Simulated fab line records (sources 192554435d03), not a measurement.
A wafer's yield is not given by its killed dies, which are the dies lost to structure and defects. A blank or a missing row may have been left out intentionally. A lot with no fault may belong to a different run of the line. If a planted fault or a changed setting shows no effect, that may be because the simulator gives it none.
fab line records | flow n5_finfet
record: lots: 9 wafers: 27 last_day: 19
route steps=1938 shown BEOL_M9@1424
lots that met no fault: taken from a fault-free run of the same line
start_h: hours from the record's first day to the start of the lot's first wafer shown | wait_h: how many hours have passed since the lot's step before this one | " identical to the entry in the row above | L1.1+2: several wafers, shown together as one row | - no value, or no start was given | * or withheld: withheld | < > ~ a bound
route shown NAME@n: a module of which the file shows steps, and the number in the route of the first | usual: average and standard deviation across the fault-free wafers | same: alike in all rows | chamber/n: place in a boat | sites: each site's reading | _std_site: how widely they spread, as a standard deviation | _edge_site: the outer-site mean with the inner-site mean subtracted | radius_mm: for every site, how far away it sits from the centre of the wafer | mask NAME#n: copy n | behind: tool/chamber where the wafer was last shaped | hold: what put the lot on hold/how long, in hours/how the hold closed | device: transistor that didn't switch, given as n, p or np | end of line: the route-end tests of the same wafers | for a step that has no rows: nothing shown but its recipe | killed: at the first sort, the dies lost to defects and structure; wafer yield is something else | map: per-die view of a wafer (x killed, . not killed, _ where there is no die)
set.NAME: the setting the step ran with; set.NAME@STEP: the setting that earlier step ran with | model.NAME: the simulator's own value behind a step, which no gauge read
one table for each step of the route and one row for each wafer, over a sample of lots
services: from which hour (start_h, from the record's first day; less than 0 if before it) a tool's chamber was out of use, for how many hours, and why
== steps ==
step: N5_BEOL_M9_CD_MEAS_18
recipe: pitch_nm: 140 target_cd_nm: 70
usual: cd_nm: 70.1/0.48
columns lot.wafer tool chamber start_h wait_h cd_nm
L971.1 cd_sem-03 - 243.53 0.0 70.3
L971.3 " - " " 69.6
L971.4 " - " " 70.2
L972.2 cd_sem-01 - 253.82 0.1 70.0
L972.5 " - " " 70.3
L972.6 " - " " 70.1
L976.2 cd_sem-02 - 268.56 0.1 70.6
L976.3 " - " " 70.5
L976.6 " - " " 70.2
L978.1 cd_sem-01 - 294.70 0.0 69.9
L978.2 " - " " 69.7
L978.3 " - " " 70.0
L986.1 cd_sem-03 - 323.98 0.0 69.8
L986.3 " - " " 70.0
L986.6 " - " " 69.6
L984.1 cd_sem-02 - 329.19 0.0 70.2
L984.3 " - " " 69.3
L984.6 " - " " 69.2
L987.1 cd_sem-01 - 347.66 0.0 71.1
L987.2 " - " " 70.8
L987.3 " - " " 70.8
L990.1 cd_sem-03 - 360.58 0.0 69.5
L990.3 " - " " 69.7
L990.6 " - " " 70.0
L989.4 cd_sem-02 - 378.21 0.1 70.4
L989.5 " - " " 70.3
L989.6 " - " " 70.5
step: N5_BEOL_M9_ETCH_65
recipe: chemistry: CF4 target: SiARC target_depth_a: 156 mask_material: CAR-EUV time_s: 26 ion_energy_ev: 80 pressure_mtorr: 40 source_w: 545 bias_w: 36 Ar_flow_sccm: 100 cf4_flow_sccm: 100 ends: cleared
usual: cf4_flow_sccm: 99.97/0.28 chamber_pressure_mTorr: 40.00/0.036 drypump_motor_current_A: 5.5/0.38 etch_rf_on_time_s: 25.9/0.48 oes_product_au: 0.68/0.072 rf_vpp_V: 184.2/1.1 showerhead_plenum_p_Torr: 2.14/0.052 throttle_valve_pct: 15.61/0.23
columns lot.wafer tool chamber start_h wait_h cf4_flow_sccm chamber_pressure_mTorr drypump_motor_current_A etch_rf_on_time_s oes_product_au rf_hours_counter_h rf_vpp_V showerhead_plenum_p_Torr throttle_valve_pct
L971.1 rie_diel-05 3 247.23 0.0 99.62 39.90 5.4 26.7 0.63 144 183.8 2.15 15.44
L971.3 " 1 " " 100.40 40.00 4.9 25.9 0.73 76 183.1 2.08 15.38
L971.4 " 2 " " 99.99 39.98 5.8 25.6 0.68 118 185.0 2.16 15.94
L972.2 rie_diel-05 0 254.30 0.0 99.99 40.02 4.9 26.5 0.58 239 183.8 2.11 15.95
L972.5 " 3 " " 100.46 40.00 5.4 26.8 0.64 - 184.1 2.15 15.42
L972.6 " 2 " " 99.81 40.03 5.8 25.8 0.68 - 184.4 2.16 15.94
L976.2 rie_diel-06 3 271.19 0.0 99.63 39.96 5.1 25.3 0.80 21 182.9 2.10 15.50
L976.3 " 2 " " 99.72 40.01 5.8 25.4 0.65 132 183.3 2.15 15.72
L976.6 " 0 " " 100.35 39.95 5.4 26.4 0.60 - 184.2 2.12 15.89
L978.1 rie_diel-05 3 296.51 0.0 99.39 40.02 5.4 26.8 0.63 157 184.8 2.14 15.45
L978.2 " 2 " " 100.67 39.98 5.8 25.4 0.68 132 184.1 2.15 15.96
L978.3 " 1 " " 99.47 40.00 5.0 26.0 0.71 90 182.3 2.08 15.38
L986.1 rie_diel-03 1 324.50 0.0 100.49 39.98 5.1 26.0 0.66 122 184.3 2.15 15.47
L986.3 " 0 " " 100.23 39.97 6.2 25.6 0.73 48 184.5 2.09 15.30
L986.6 " 1 " " 100.31 39.97 5.1 26.2 0.67 - 184.5 2.15 15.46
L984.1 rie_diel-05 3 332.18 0.0 77.85 39.99 5.4 27.7 0.61 170 184.4 1.97 14.55
L984.3 " 2 " " 99.34 39.98 5.8 25.8 0.66 145 184.7 2.15 16.01
L984.6 " 3 " " 77.43 40.02 5.4 27.9 0.60 - 185.8 1.97 14.54
L987.1 rie_diel-06 2 349.55 0.0 100.40 40.01 5.8 25.8 0.63 157 184.5 2.14 15.78
L987.2 " 3 " " 99.87 39.99 5.2 25.5 0.75 49 185.4 2.09 15.56
L987.3 " 1 " " 99.57 40.02 5.7 26.5 0.72 54 186.7 2.26 15.46
L990.1 rie_diel-03 1 362.66 0.0 100.16 40.05 5.1 26.3 0.65 135 184.7 2.15 15.48
L990.3 " 0 " " 100.09 39.93 6.2 25.6 0.72 61 182.4 2.09 15.37
L990.6 " 1 " " 100.36 40.02 5.1 26.2 0.65 - 182.4 2.14 15.47
L989.4 rie_diel-06 3 379.73 0.0 100.21 40.04 5.1 25.4 0.74 60 183.3 2.08 15.58
L989.5 " 0 " " 100.16 40.02 5.4 25.6 0.81 - 183.4 2.11 15.47
L989.6 " 1 " " 99.61 40.06 5.7 26.1 0.71 - 185.8 2.26 15.49
step: N5_BEOL_M9_VIA_ETCH_34
recipe: chemistry: C4F6/O2 target: SiCOH_lowk target_depth_a: 1824 mask_material: SOC taper_deg: 4 time_s: 68.4 ion_energy_ev: 250 pressure_mtorr: 30 source_w: 345 bias_w: 185 Ar_flow_sccm: 300 C4F6_flow_sccm: 10 O2_flow_sccm: 10
usual: O2_flow_sccm: 10.00/0.032 chamber_pressure_mTorr: 30.000/0.028 drypump_motor_current_A: 5.5/0.38 oes_product_au: 0.79/0.086 rf_vpp_V: 665/6.9 showerhead_plenum_p_Torr: 2.85/0.068 throttle_valve_pct: 20.92/0.22
columns lot.wafer tool chamber start_h wait_h O2_flow_sccm chamber_pressure_mTorr drypump_motor_current_A oes_product_au rf_hours_counter_h rf_vpp_V showerhead_plenum_p_Torr throttle_valve_pct
L971.1 rie_diel-05 3 247.36 0.0 10.04 29.964 5.4 0.75 144 681 2.86 20.72
L971.3 " 1 " " 10.06 29.978 4.9 0.85 76 672 2.77 20.70
L971.4 " 2 " " 9.98 29.942 5.8 0.80 118 661 2.86 21.26
L972.2 rie_diel-05 0 254.43 0.0 9.97 29.977 4.9 0.67 239 660 2.81 21.21
L972.5 " 3 " " 9.95 29.990 5.4 0.75 - 681 2.86 20.74
L972.6 " 2 " " 9.97 30.005 5.9 0.80 - 664 2.86 21.26
L976.2 rie_diel-06 3 271.31 0.0 10.02 30.006 5.2 0.93 21 662 2.79 20.87
L976.3 " 2 " " 10.00 30.037 5.8 0.76 132 665 2.86 21.04
L976.6 " 0 " " 9.92 30.015 5.4 0.70 - 659 2.82 21.20
L978.1 rie_diel-05 3 296.64 0.0 10.06 30.028 5.4 0.74 157 682 2.86 20.77
L978.2 " 2 " " 9.96 30.000 5.8 0.80 132 662 2.85 21.27
L978.3 " 1 " " 9.98 30.008 5.0 0.84 90 670 2.77 20.73
L986.1 rie_diel-03 1 324.63 0.0 10.00 29.974 5.1 0.78 122 668 2.87 20.79
L986.3 " 0 " " 10.01 30.019 6.2 0.86 48 658 2.78 20.65
L986.6 " 1 " " 10.00 29.994 5.1 0.78 - 670 2.86 20.78
L984.1 rie_diel-05 3 332.31 0.0 10.01 29.963 5.4 0.72 170 681 2.85 20.77
L984.3 " 2 " " 10.01 29.984 5.8 0.77 145 661 2.85 21.30
L984.6 " 3 " " 9.99 29.972 5.4 0.72 - 681 2.85 20.76
L987.1 rie_diel-06 2 349.68 0.0 10.05 29.993 5.8 0.73 157 662 2.85 21.07
L987.2 " 3 " " 9.94 30.036 5.1 0.89 49 661 2.77 20.90
L987.3 " 1 " " 10.01 30.079 5.8 0.85 54 669 3.01 20.82
L990.1 rie_diel-03 1 362.78 0.0 10.03 30.029 5.1 0.77 135 668 2.86 20.80
L990.3 " 0 " " 9.97 30.016 6.2 0.84 61 659 2.78 20.68
L990.6 " 1 " " 10.01 30.023 5.1 0.76 - 668 2.86 20.81
L989.4 rie_diel-06 3 379.86 0.0 9.98 30.022 5.2 0.86 60 661 2.77 20.90
L989.5 " 0 " " 10.02 29.985 5.4 0.95 - 657 2.81 20.87
L989.6 " 1 " " 10.02 30.024 5.8 0.84 - 670 3.01 20.84
step: N5_BEOL_M9_STRIP_80
recipe: chemistry: N2/H2 time_s: 10 power_w: 450 temp_c: 40 pressure_mtorr: 20 rf_frequency_hz: 6e+07 bias_power_w: 7 n2_flow_sccm: 200 h2_flow_sccm: 200
usual: chamber_pressure_mTorr: 20.003/0.018 drypump_motor_current_A: 5.5/0.38 h2_flow_sccm: 200.0/0.58 oes_product_au: 0.79/0.087 rf_vpp_V: 59.2/0.85 showerhead_plenum_p_Torr: 2.54/0.062 throttle_valve_pct: 23.60/0.24
columns lot.wafer tool chamber start_h wait_h chamber_pressure_mTorr drypump_motor_current_A h2_flow_sccm oes_product_au rf_hours_counter_h rf_vpp_V showerhead_plenum_p_Torr throttle_valve_pct
L971.1 rie_diel-05 3 - - 19.982 5.4 199.4 0.76 144 59.9 2.54 23.33
L971.3 " 1 " " 20.008 4.9 200.0 0.85 76 59.8 2.47 23.31
L971.4 " 2 " " 19.997 5.9 199.5 0.80 118 59.7 2.55 23.98
L972.2 rie_diel-05 0 - - 20.044 4.9 200.2 0.68 239 58.9 2.50 23.84
L972.5 " 3 " " 20.013 5.4 199.0 0.74 - 58.0 2.54 23.32
L972.6 " 2 " " 20.002 5.8 201.1 0.79 - 59.8 2.55 24.00
L976.2 rie_diel-06 3 - - 19.979 5.1 200.4 0.94 21 58.9 2.48 23.47
L976.3 " 2 " " 20.014 5.8 200.2 0.76 132 57.5 2.55 23.66
L976.6 " 0 " " 19.989 5.4 199.6 0.71 - 60.2 2.51 23.90
L978.1 rie_diel-05 3 - - 19.991 5.4 200.3 0.75 157 60.2 2.53 23.34
L978.2 " 2 " " 19.987 5.8 200.3 0.79 132 59.6 2.54 24.01
L978.3 " 1 " " 19.987 4.9 200.5 0.84 90 58.5 2.46 23.32
L986.1 rie_diel-03 1 - - 20.014 5.1 200.4 0.78 122 58.3 2.55 23.50
L986.3 " 0 " " 20.028 6.2 200.2 0.86 48 58.5 2.48 23.42
L986.6 " 1 " " 19.999 5.1 199.8 0.77 - 58.8 2.55 23.52
L984.1 rie_diel-05 3 - - 19.999 5.4 200.4 0.72 170 58.5 2.53 23.38
L984.3 " 2 " " 19.999 5.9 199.8 0.76 145 60.5 2.54 24.01
L984.6 " 3 " " 19.984 5.4 200.2 0.72 - 58.3 2.53 23.38
L987.1 rie_diel-06 2 - - 20.007 5.9 201.0 0.74 157 58.5 2.54 23.70
L987.2 " 3 " " 19.996 5.2 200.2 0.88 49 58.3 2.46 23.52
L987.3 " 1 " " 19.999 5.7 200.5 0.86 54 59.0 2.68 23.61
L990.1 rie_diel-03 1 - - 20.008 5.1 199.6 0.76 135 59.5 2.54 23.54
L990.3 " 0 " " 19.978 6.3 199.5 0.83 61 58.6 2.47 23.44
L990.6 " 1 " " 20.010 5.1 200.0 0.76 - 59.6 2.54 23.54
L989.4 rie_diel-06 3 - - 20.009 5.1 199.3 0.87 60 59.0 2.46 23.52
L989.5 " 0 " " 19.982 5.4 199.3 0.97 - 59.3 2.49 23.63
L989.6 " 1 " " 20.001 5.7 199.7 0.85 - 59.3 2.68 23.61
== services ==
columns tool chamber start_h hours kind
rie_diel-06 0 235.18 4.9 repair
rie_diel-03 0 268.47 1.5 repair
rie_diel-05 0 280.12 21.8 repair
rie_diel-05 0 314.89 - clean
rie_diel-05 0 314.89 - consumable_replace:focus_ring
rie_diel-05 0 314.89 23.4 scheduled_down
rie_diel-05 0 314.89 23.4 vent_cycle
rie_diel-06 2 329.05 5.4 repair
rie_diel-06 0 337.33 - clean
rie_diel-06 0 337.33 - consumable_replace:focus_ring
rie_diel-06 0 337.33 17.5 scheduled_down
rie_diel-06 0 337.33 17.5 vent_cycle
rie_diel-05 2 354.62 15.6 repair
== key ==
first_sign: step: N5_BEOL_M9_ETCH_65 reading: cf4_flow_sccm direction: down sigmas: 80 usual: 99.97 struck: 77.64
effect: step: N5_BEOL_M9_ETCH_65 reading: throttle_valve_pct direction: down sigmas: 4.6 usual: * struck: *
met_at N5_BEOL_M9_ETCH_65
struck_lots L984
struck_wafers L984.1,L984.6
not_acting_at N5_BEOL_M9_CD_MEAS_18,N5_BEOL_M9_VIA_ETCH_34,N5_BEOL_M9_STRIP_80
onset_between 296.51 332.18
fault: kind: process_parameter_drift tool: rie_diel-05 chamber: 3 onset_h: 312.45 steps: N5_BEOL_M9_ETCH_65 channel: cf4_flow_sccm offset: -22.5 shape: step end_h: 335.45 acts_in: these_recipes_only stated: 100
